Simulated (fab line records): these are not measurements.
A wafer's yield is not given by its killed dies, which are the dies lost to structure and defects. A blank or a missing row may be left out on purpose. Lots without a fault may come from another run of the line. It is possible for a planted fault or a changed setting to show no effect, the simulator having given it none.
fab line records + flow n5_finfet
record:
- lots: 4
- wafers: 12
- last_day: 17
route steps=1938 shown DUMMY_GATE@246 SPACER0@258 SD_EPI_N@262 BEOL_M4@1111 PASSIVATION@1936
lots that met no fault: from a run of the same line without faults
start_h: start of the lot's first displayed wafer, in hours after the record's first day + wait_h: hours from the lot's prior step to this one + " repeats the value in the row above + L1.1+2: one row covering several wafers at once + - no value, or no start given + * or withheld: withheld + < > ~ a bound
route shown NAME@n: names a module that has steps shown in the file, with the first one's number in the route + usual: mean/standard deviation taken from wafers without a fault + same: alike in all rows + chamber/n: place in a boat + sites: the reading at each site + _std_site: how widely they spread, as a standard deviation + _edge_site: inner sites' mean taken away from outer sites' mean + radius_mm: for every site, how far away it sits from the centre of the wafer + mask NAME#n: copy n + behind: the tool/chamber that last shaped the wafer + hold: what put the lot on hold/how long, in hours/how the hold closed + device: which transistor (n, p or np) failed to switch + end of line: the tests these same wafers got at the end of their route + step lacking rows: just its recipe + killed: dies that structure and defects cost at the first sort, which is not the same as the wafer's yield + map: a wafer's dies, marking killed ones x, the rest . and places with no die _
set.NAME: the setting the step ran with; set.NAME@STEP: the setting that earlier step ran with + model.NAME: the simulator's own value behind a step, which no gauge read
a table for each step, a row for each wafer; lots at some steps of the route
services: from which hour (start_h, from the record's first day; less than 0 if before it) a tool's chamber was out of use, for how many hours, and why
== steps ==
step: N5_DUMMY_GATE_ETCH_32
recipe:
- chemistry: CF4
- target: SiO2
- target_depth_a: 35
- time_s: 3.9
- ion_energy_ev: 350
- pressure_mtorr: 10
- icp_w: 800
- bias_w: 400
- cf4_flow_sccm: 80
step: N5_DUMMY_GATE_ETCH_23
recipe:
- chemistry: HBr/Cl2/O2
- HBr_flow_sccm: 150
- Cl2_flow_sccm: 80
- O2_flow_sccm: 12
- bias_w: 102
- target_depth_a: 410
- time_s: 22.3
- target: poly-Si
- mask_material: SiO2
- pressure_mtorr: 10
- icp_w: 800
step: N5_DUMMY_GATE_ETCH_44
recipe:
- chemistry: HBr/O2
- over_etch_frac: 0.7
- target_depth_a: 1275
- stop_on: SiO2
- ion_energy_ev: 60
- bias_w: 20
- target: poly-Si
- mask_material: SiO2
- pressure_mtorr: 20
- icp_w: 400
- HBr_flow_sccm: 120
- O2_flow_sccm: 10
step: N5_DUMMY_GATE_ETCH_42
recipe:
- chemistry: CHF3/O2
- target: SiO2
- target_depth_a: 35
- time_s: 31
- ion_energy_ev: 30
- bias_w: 12
- pressure_mtorr: 30
- source_w: 600
- Ar_flow_sccm: 200
- CHF3_flow_sccm: 50
- O2_flow_sccm: 5
step: N5_DUMMY_GATE_STRIP_48
recipe:
- chemistry: N2/H2
- time_s: 20
- power_w: 100
- temp_c: 40
- pressure_mtorr: 100
- rf_frequency_hz: 6e+07
- bias_power_w: 3
- n2_flow_sccm: 300
- h2_flow_sccm: 300
step: N5_DUMMY_GATE_PRECLEAN_33
recipe:
- chemistry: dHF
- time_s: 10
- dilution: 750:1
- temp_c: 25
step: N5_DUMMY_GATE_PRECLEAN_25
recipe:
- chemistry: O3/DIW
- time_s: 45
- temp_c: 22
- o3_ppm: 10
step: N5_DUMMY_GATE_PRECLEAN_51
recipe:
- chemistry: SC2
- time_s: 45
- temp_c: 35
- mix: 1:1:50
step: N5_DUMMY_GATE_SRD_26
recipe:
- dry: ipa_marangoni
- time_s: 30
- temp_c: 23
- rinse_liquid: diw
step: N5_DUMMY_GATE_UV_OZONE_45
recipe:
- time_s: 120
- pressure_torr: 760
- temp_c: 25
step: N5_SPACER0_ALD_07
recipe:
- material: SiNx
- target_thk_a: 20
- temp_c: 400
- ald_precursor_family: SiH2I2
- ald_co_reactant: N2/H2-plasma
- pressure_torr: 2
usual:
- heater_power_w: 781/47
| lot.wafer | tool       | chamber | start_h | wait_h | heater_power_w | model.SiNx_of_SPACER0_ALD_07.thk_nm |
|-----------|------------|---------|---------|--------|----------------|-------------------------------------|
| L486.1    | ald_sin-03 | 1       | 89.49   | 0.2    | 765            | 2                                   |
| L486.4    | "          | 2       | "       | "      | 814            | 2                                   |
| L486.6    | "          | 1       | "       | "      | 757            | 2                                   |
| L490.1    | ald_sin-03 | 2       | 115.41  | 0.2    | 832            | 2                                   |
| L490.2    | "          | 3       | "       | "      | 766            | 1.2                                 |
| L490.5    | "          | 0       | "       | "      | 780            | 2                                   |
| L491.2    | ald_sin-03 | 2       | 120.12  | 0.0    | 842            | 1.2                                 |
| L491.5    | "          | 3       | "       | "      | 756            | 2                                   |
| L491.6    | "          | 2       | "       | "      | 843            | 2                                   |
| L501.2    | ald_sin-04 | 1       | 186.95  | 1.1    | 734            | 2                                   |
| L501.5    | "          | 3       | "       | "      | 706            | 2                                   |
| L501.6    | "          | 2       | "       | "      | 847            | 2                                   |
step: N5_SPACER0_ALD_00
recipe:
- material: SiOCN
- target_thk_a: 35
- temp_c: 400
- ald_precursor_family: alkyl-aminosilane
- ald_co_reactant: O2/N2-plasma
- pulse_time_s: 3
- purge_time_s: 2
- co_reactant_purge_time_s: 2
- ald_cycles: 58
- pressure_torr: 2
step: N5_SPACER0_ALD_08
recipe:
- material: SiNx
- target_thk_a: 20
- temp_c: 400
- ald_precursor_family: SiH2I2
- ald_co_reactant: N2/H2-plasma
- pressure_torr: 2
step: N5_SD_EPI_N_COAT_32
recipe:
- resist: SOC
- temp_c: 250
- time_s: 60
- spin_rpm: 1500
- resist_thk_nm: 350
step: N5_SD_EPI_N_COAT_33
recipe:
- resist: SiARC
- temp_c: 220
- time_s: 60
- spin_rpm: 1500
- resist_thk_nm: 35
step: N5_SD_EPI_N_COAT_03
recipe:
- resist: CAR-ArF-block
- spin_rpm: 1500
- resist_thk_nm: 150
step: N5_SD_EPI_N_EBR_05
recipe:
- solvent: PGMEA
- ebr_width_mm: 1.5
step: N5_SD_EPI_N_SOFTBAKE_04
recipe:
- temp_c: 110
- time_s: 60
- resist: CAR-ArF-block
step: N5_SD_EPI_N_EXPOSE_06
recipe:
- mask_id: SD_N_BLK
- na: 1.35
- source_shape: conventional
- sigma_outer: 0.8
- polarization: unpolarized
- target_cd_nm: 120
- dose_mj: 39.75
step: N5_SD_EPI_N_PEB_07
recipe:
- peb_temp_c: 110
- peb_time_s: 60
- resist: CAR-ArF-block
step: N5_SD_EPI_N_DEVELOP_08
recipe:
- develop_time_s: 30
- developer: TMAH
- resist: CAR-ArF-block
- dev_temp_c: 23
- rinse_liquid: diw
- dry: air_spin
step: N5_SD_EPI_N_DESCUM_14
recipe:
- chemistry: O2
- time_s: 7.9
- source_power_w: 50
- bias_power_w: 20
- pressure_mtorr: 20
- rf_frequency_hz: 2.712e+07
- temp_c: 40
- resist: CAR-ArF-block
- o2_flow_sccm: 225
step: N5_SD_EPI_N_ETCH_34
recipe:
- chemistry: CF4
- target: SiARC
- target_depth_a: 455
- mask_material: CAR-ArF-block
- time_s: 75.8
- ion_energy_ev: 80
- pressure_mtorr: 40
- source_w: 545
- bias_w: 36
- Ar_flow_sccm: 100
- cf4_flow_sccm: 100
- ends: cleared
step: N5_SD_EPI_N_ETCH_35
recipe:
- chemistry: N2/H2
- target: SOC
- overetch_a: 1080
- mask_material: SiARC
- temp_c: 40
- ion_energy_ev: 100
- source_w: 3000
- bias_w: 133
- pressure_mtorr: 20
- time_s: 486
- n2_flow_sccm: 200
- h2_flow_sccm: 200
step: N5_SD_EPI_N_STRIP_36
recipe:
- chemistry: N2/H2
- temp_c: 40
- n2_flow_sccm: 200
- h2_flow_sccm: 200
- rf_frequency_hz: 6e+07
step: N5_SD_EPI_N_ETCHBACK_44
recipe:
- chemistry: CH3F/O2
- mode: anisotropic_etchback
- target: SiNx
- target_depth_a: 145
- stop_on: SiO2
- over_etch_frac: 0.3
- ion_energy_ev: 120
- pressure_mtorr: 30
- source_w: 395
- bias_w: 73
- Ar_flow_sccm: 150
- CH3F_flow_sccm: 30
- O2_flow_sccm: 20
step: N5_SD_EPI_N_ETCH_45
recipe:
- chemistry: CH3F/O2
- target: SiOCN
- target_depth_a: 60
- mask_material: SOC
- ion_energy_ev: 60
- bias_w: 29
- pressure_mtorr: 15
- source_w: 410
- Ar_flow_sccm: 150
- CH3F_flow_sccm: 30
- O2_flow_sccm: 20
step: N5_SD_EPI_N_ETCH_16
recipe:
- chemistry: CHF3/O2
- target: SiO2
- target_depth_a: 50
- mask_material: SOC
- pressure_mtorr: 30
- source_w: 650
- bias_w: 170
- Ar_flow_sccm: 200
- CHF3_flow_sccm: 50
- O2_flow_sccm: 5
- ion_energy_ev: 200
step: N5_SD_EPI_N_STRIP_47
recipe:
- chemistry: CHF3/O2
- resist: SiARC
- rf_frequency_hz: 6e+07
step: N5_SD_EPI_N_SD_RECESS_17
recipe:
- chemistry: HBr/Cl2/O2
- target_depth_a: 410
- mask_material: SOC
- time_s: 23.7
- bt_time_s: 3
- pressure_mtorr: 10
- icp_w: 800
- bias_w: 112
- HBr_flow_sccm: 150
- Cl2_flow_sccm: 80
- O2_flow_sccm: 12
step: N5_SD_EPI_N_STRIP_38
recipe:
- chemistry: N2/H2
- power_w: 1000
- temp_c: 250
- h2_frac: 0.65
- overash_fraction: 0.3
- pressure_mtorr: withheld
- n2_flow_sccm: 1750
- h2_flow_sccm: 3250
step: N5_SD_EPI_N_WET_ETCH_43
recipe:
- chemistry: dHF
- dilution: withheld
- time_s: 14
- target: SiO2
- target_depth_a: 15
- temp_c: 25
step: N5_SD_EPI_N_STRIP_18
recipe:
- chemistry: SPM
- time_s: 750
- temp_c: 130
- h2so4_h2o2_vol_ratio: 4
step: N5_SD_EPI_N_SRD_20
recipe:
- dry: ipa_marangoni
- do_ppb: 5
- time_s: 30
- temp_c: 23
- rinse_liquid: diw
step: N5_SD_EPI_N_PRECLEAN_48
recipe:
- chemistry: NF3:NH3
- afs_cycles: 2
- temp_c: 30
- time_s: 20
- sublimation_temp_c: 180
- sublimation_time_s: 60
- pressure_torr: 3
- rf_power_w: 30
step: N5_SD_EPI_N_VAPOR_ETCH_50
recipe:
- chemistry: HCl
- target: Si
- temp_c: 775
- time_s: 54
- pressure_torr: 20
- mode: isotropic
step: N5_BEOL_M4_RC_MEAS_101
usual:
- DIBL_N: 36.8/2.2
- DIBL_P: 37.0/2.8
- IOFF_N: 0.18/0.043
- IOFF_N_85C: 3.4/0.69
- IOFF_N_LIN: 0.080/0.016
- IOFF_P: 0.23/0.05
- IOFF_P_85C: 3.9/0.71
- IOFF_P_LIN: 0.107/0.018
- ION_N: 680/14
- ION_P: 466/9.1
- REXT_N: 75.6/1.4
- REXT_P: 101.0/1.9
- SS_N: 71.7/0.74
- SS_P: 73.5/0.79
- VT_N: 248/4
- VT_P: -249/4.1
- VT_P_LVT: -98/3.6
| lot.wafer | tool      | chamber | start_h | wait_h | DIBL_N[mV/V] | DIBL_P[mV/V] | IOFF_N[nA/um] | IOFF_N_85C[nA/um] | IOFF_N_LIN[nA/um] | IOFF_P[nA/um] | IOFF_P_85C[nA/um] | IOFF_P_LIN[nA/um] | ION_N[uA/um] | ION_P[uA/um] | REXT_N[ohm.um] | REXT_P[ohm.um] | SS_N[mV/dec] | SS_P[mV/dec] | VT_N[mV] | VT_P[mV] | VT_P_LVT[mV] |
|-----------|-----------|---------|---------|--------|--------------|--------------|---------------|-------------------|-------------------|---------------|-------------------|-------------------|--------------|--------------|----------------|----------------|--------------|--------------|----------|----------|--------------|
| L486.1    | prober-02 | 0       | 203.33  | 0.0    | 37.4         | 36.4         | 0.17          | 3.4               | 0.079             | 0.24          | 4.0               | 0.110             | 682          | 468          | 76.4           | 98.4           | 72.3         | 73.7         | 250      | -248     | -96          |
| L486.4    | "         | 0       | "       | "      | 37.2         | 36.4         | 0.16          | 3.2               | 0.077             | 0.23          | 3.9               | 0.104             | 680          | 468          | 77.7           | 100.3          | 71.4         | 73.6         | 247      | -246     | -97          |
| L486.6    | "         | 0       | "       | "      | 34.5         | 33.6         | 0.12          | 2.6               | 0.062             | 0.18          | 3.2               | 0.090             | 671          | 466          | 77.9           | 99.4           | 71.1         | 72.3         | 253      | -253     | -100         |
| L490.1    | prober-02 | 0       | 232.60  | 0.0    | 36.4         | 35.0         | 0.17          | 3.2               | 0.077             | 0.24          | 4.1               | 0.119             | 679          | 469          | 76.5           | 101.4          | 71.4         | 74.1         | 249      | -243     | -95          |
| L490.2    | "         | 0       | "       | "      | 41.9         | 42.2         | 0.29          | 5.2               | 0.119             | 0.51          | 7.6               | 0.210             | 716          | 499          | 70.9           | 93.7           | 72.0         | 74.8         | 241      | -233     | -84          |
| L490.5    | "         | 0       | "       | "      | 36.4         | 36.1         | 0.17          | 3.3               | 0.080             | 0.27          | 4.5               | 0.130             | 683          | 484          | 76.8           | 101.3          | 71.3         | 74.1         | 246      | -242     | -93          |
| L491.2    | prober-01 | 0       | 238.19  | 0.2    | 45.3         | 43.0         | 0.47          | 7.8               | 0.166             | 0.46          | 7.3               | 0.192             | 741          | 492          | 68.5           | 95.8           | 74.5         | 74.1         | 237      | -239     | -85          |
| L491.5    | "         | 0       | "       | "      | 34.3         | 31.9         | 0.13          | 2.7               | 0.064             | 0.17          | 3.1               | 0.090             | 668          | 459          | 75.1           | 104.9          | 70.6         | 71.5         | 254      | -252     | -98          |
| L491.6    | "         | 0       | "       | "      | 38.1         | 36.7         | 0.22          | 4.1               | 0.096             | 0.25          | 4.3               | 0.118             | 704          | 475          | 73.8           | 103.7          | 72.0         | 73.3         | 244      | -248     | -94          |
| L501.2    | prober-01 | 0       | 298.72  | 0.2    | 38.4         | 39.8         | 0.21          | 3.9               | 0.092             | 0.26          | 4.5               | 0.117             | 689          | 471          | 75.1           | 99.2           | 72.2         | 74.4         | 245      | -248     | -96          |
| L501.5    | "         | 0       | "       | "      | 38.1         | 39.8         | 0.21          | 3.8               | 0.093             | 0.26          | 4.4               | 0.115             | 688          | 467          | 76.3           | 101.2          | 71.1         | 72.8         | 245      | -250     | -98          |
| L501.6    | "         | 0       | "       | "      | 36.6         | 39.8         | 0.18          | 3.5               | 0.088             | 0.27          | 4.5               | 0.121             | 691          | 478          | 78.0           | 100.5          | 71.0         | 73.4         | 247      | -247     | -96          |
step: N5_PASSIVATION_PROBE_49
usual:
- defect_limited_yield: 91.4/1.5
- killed_at_M0_to_M3: 36/11
- killed_at_M4_up: 14/6
- killed_at_contacts: 11/6
- killed_at_front_end: 37/11
- killed_at_other: 4/3.4
- killed_dies: 102/18
- killed_open: 66/13
- killed_short: 34/7.8
- sort_bin_4_leakage: 0.00/0.017
- sort_bin_5_function: 5.0/0.97
- sort_bin_6_memory: 3.2/0.7
- sort_n_pass: 1078/19
- sort_yield_pct: 91.3/1.6
same:
- gross_dies: 1180
- killed_at_back_side: 0
- sort_bin_8_speed[%]: 0
| lot.wafer | tool      | chamber | start_h | wait_h | defect_limited_yield[%] | killed_at_M0_to_M3 | killed_at_M4_up | killed_at_contacts | killed_at_front_end | killed_at_other | killed_dies | killed_open | killed_short | sort_bin_4_leakage[%] | sort_bin_5_function[%] | sort_bin_6_memory[%] | sort_n_pass | sort_yield_pct[%] |
|-----------|-----------|---------|---------|--------|-------------------------|--------------------|-----------------|--------------------|---------------------|-----------------|-------------|-------------|--------------|-----------------------|------------------------|----------------------|-------------|-------------------|
| L490.2    | prober-02 | -       | 343.34  | 0.1    | 91.4                    | 40                 | 10              | 10                 | 35                  | 7               | 102         | 69          | 30           | 4.66                  | 5.4                    | 3.1                  | 1023        | 86.7              |
| L491.2    | prober-02 | -       | 344.68  | 0.8    | 91.5                    | 40                 | 13              | 13                 | 31                  | 3               | 100         | 53          | 46           | 30.42                 | 5.0                    | 3.4                  | 721         | 61.1              |
| L501.2    | prober-02 | -       | 400.12  | 0.1    | 89.7                    | 54                 | 14              | 24                 | 28                  | 1               | 121         | 78          | 41           | 0                     | 5.4                    | 4.3                  | 1059        | 89.7              |
| L501.5    | prober-02 | -       | 400.27  | 0.2    | 88.6                    | 29                 | 12              | 30                 | 63                  | 1               | 135         | 84          | 50           | 0                     | 6.5                    | 4.5                  | 1045        | 88.6              |
| L501.6    | prober-02 | -       | 400.32  | 0.3    | 90.1                    | 46                 | 11              | 28                 | 30                  | 2               | 117         | 75          | 40           | 0                     | 5.3                    | 4.4                  | 1063        | 90.1              |
killed by level:class
L490.2 FIN_SAQP:geometric_particle:open=15 BEOL_M0_SAQP:geometric_particle:short=10 BEOL_M2:geometric_particle:open=9 MOL_CONTACT_COAG:geometric_particle:open=8 FIN_SAQP:geometric_particle:short=6 BEOL_M1:geometric_particle:open=6 BEOL_M3:geometric_particle:open=6 BEOL_M0_SAQP:geometric_particle:open=5
L491.2 BEOL_M0_SAQP:geometric_particle:short=10 MOL_CONTACT_COAG:geometric_particle:open=9 BEOL_M3:geometric_particle:short=9 GATE_CUT:geometric_particle:short=7 BEOL_M3:geometric_particle:open=7 BEOL_M4:geometric_particle:open=7 FIN_SAQP:geometric_particle:open=6 BEOL_M0_SAQP:geometric_particle:open=6
L501.2 MOL_CONTACT_COAG:geometric_particle:open=20 BEOL_M0_SAQP:geometric_particle:open=15 BEOL_M0_SAQP:geometric_particle:short=15 FIN_SAQP:geometric_particle:short=8 BEOL_M1:geometric_particle:open=8 FIN_SAQP:geometric_particle:open=5 GATE_CUT:geometric_particle:open=4 MOL_CONTACT_COAG:geometric_particle:short=4
L501.5 MOL_CONTACT_COAG:geometric_particle:open=23 FIN_SAQP:geometric_particle:short=20 FIN_SAQP:geometric_particle:open=14 STI_FIN_REVEAL:geometric_particle:open=12 BEOL_M0_SAQP:geometric_particle:open=8 MOL_CONTACT_COAG:geometric_particle:short=7 BEOL_M0_SAQP:geometric_particle:short=7 BEOL_M4:geometric_particle:open=7
L501.6 MOL_CONTACT_COAG:geometric_particle:open=24 FIN_SAQP:geometric_particle:short=14 BEOL_M0_SAQP:geometric_particle:open=11 BEOL_M0_SAQP:geometric_particle:short=10 BEOL_M3:geometric_particle:open=7 FIN_SAQP:geometric_particle:open=6 BEOL_M1:geometric_particle:open=5 BEOL_M5:geometric_particle:open=5
map L490.2 (x killed, . not)
_________________..x.....x...________________
______________.................._____________
___________.........x..............__________
__________.x........................_________
________......x......................._______
_______..........x....x...x............______
______x.......x..................x...x.._____
_____....x..........x.x........x.........____
____............x..x.....x................___
___.......................x............x...__
___.x......x.........x.....................__
__....x..xx..x..................x.....x..x.._
__.................x........................_
_..............x.x....x...x..........x..x..x.
_.........x..x...x...........x.x.....x....x..
_..........x.................................
_............................................
_...........x.......x............x.....x.xx.x
_............x........x......................
_...x..............................x.........
_........x.x.x.............x.x.......x.......
__...x...x..xx..........................x..._
__.....xx...x..........x.........x.........._
___..xx....x.x.x....x......................__
___....................xx..................__
____...........x....x....................x___
_____.........x.x....x...................____
______......x...................x..x...._____
_______.......x...x...x................______
________..............x..............._______
__________......x..................._________
___________x..................x....__________
______________...........xx.xx.._____________
_________________............________________
map L491.6 (x killed, . not)
_________________........x..x________________
______________........x........._____________
___________..xx..........x...x.....__________
__________x........x..............x._________
________.................x.........xx._______
_______...x.........x..................______
______.x..x.....xx......x..............._____
_____x..x.................x.....x........____
____....x.....x...........................___
___..............x..x.............x........__
___............x.........x...x.............__
__..........x...........x..............x...x_
__..xx.............x........................_
_.............x......x.............x.x.......
_.....x..x.............x......x....x..x......
_......................................x.xx..
_........................x....xxx............
_...........x....................x....x.....x
_...x...........x.x................xx.x.x.x..
_....x..........x..........x..xx.............
_...............x............................
__.......x..............................x..._
__...x.......x..x............x......xx......_
___................x.........xx...x........__
___............................x...........__
____...............x........xx...x....x...___
_____...x.....................x..........____
______.................................._____
_______x...........x..............x....______
________........................x....._______
__________............xx........x..._________
___________......x..x..............__________
______________x..............x.._____________
_________________...........x________________
== services ==
| tool       | chamber | start_h | hours | kind       |
|------------|---------|---------|-------|------------|
| ald_sin-04 | 0       | 141.81  | 9.5   | repair     |
| ald_sin-03 | -       | 176.75  | 14.0  | pm         |
| ald_sin-03 | 0       | 176.75  | 14.0  | vent_cycle |
| ald_sin-03 | 1       | 176.75  | 19.9  | vent_cycle |
| ald_sin-03 | 2       | 176.75  | 14.0  | vent_cycle |
| ald_sin-03 | 3       | 176.75  | 14.0  | vent_cycle |
== key ==
first_sign:
- step: N5_BEOL_M4_RC_MEAS_101
- reading: IOFF_P_LIN
- direction: up
- sigmas: 5.2
- usual: 0.107
- struck: 0.201
effect:
- step: N5_BEOL_M4_RC_MEAS_101
- reading: IOFF_P
- direction: up
- sigmas: 5.1
- usual: 0.23
- struck: 0.48
effect:
- step: N5_BEOL_M4_RC_MEAS_101
- reading: IOFF_P_85C
- direction: up
- sigmas: 5
- usual: 3.9
- struck: 7.5
effect:
- step: N5_BEOL_M4_RC_MEAS_101
- reading: IOFF_N
- direction: up
- sigmas: 4.7
- usual: 0.18
- struck: 0.38
effect:
- step: N5_BEOL_M4_RC_MEAS_101
- reading: IOFF_N_85C
- direction: up
- sigmas: 4.5
- usual: 3.4
- struck: 6.5
effect:
- step: N5_BEOL_M4_RC_MEAS_101
- reading: REXT_N
- direction: down
- sigmas: 4
- usual: 75.6
- struck: 69.7
effect:
- step: N5_BEOL_M4_RC_MEAS_101
- reading: IOFF_N_LIN
- direction: up
- sigmas: 4
- usual: 0.080
- struck: 0.143
effect:
- step: N5_BEOL_M4_RC_MEAS_101
- reading: VT_P_LVT
- direction: up
- sigmas: 3.7
- usual: -98
- struck: -84
effect:
- step: N5_BEOL_M4_RC_MEAS_101
- reading: ION_N
- direction: up
- sigmas: 3.4
- usual: 680
- struck: 728
effect:
- step: N5_BEOL_M4_RC_MEAS_101
- reading: ION_P
- direction: up
- sigmas: 3.3
- usual: 466
- struck: 496
effect:
- step: N5_BEOL_M4_RC_MEAS_101
- reading: REXT_P
- direction: down
- sigmas: 3.2
- usual: 101.0
- struck: 94.8
effect:
- step: N5_PASSIVATION_PROBE_49
- reading: sort_bin_4_leakage
- direction: up
- sigmas: 99+
- usual: 0.00
- struck: 17.54
model_effect:
- step: N5_SPACER0_ALD_07
- value: SiNx_of_SPACER0_ALD_07.thk_nm
- without: 2
- struck: 1.2
met_at N5_SPACER0_ALD_07
struck_wafers L490.2,L491.2
onset_between 89.49 115.41
fault:
- kind: process_parameter_drift
- tool: ald_sin-03
- chamber: -
- onset_h: 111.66
- steps: N5_SPACER0_ALD_07
- channel: target_thk_a
- offset: *
- shape: step
- end_h: 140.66
- scope: struck_wafers_only
- acts_in: *
- stated: *
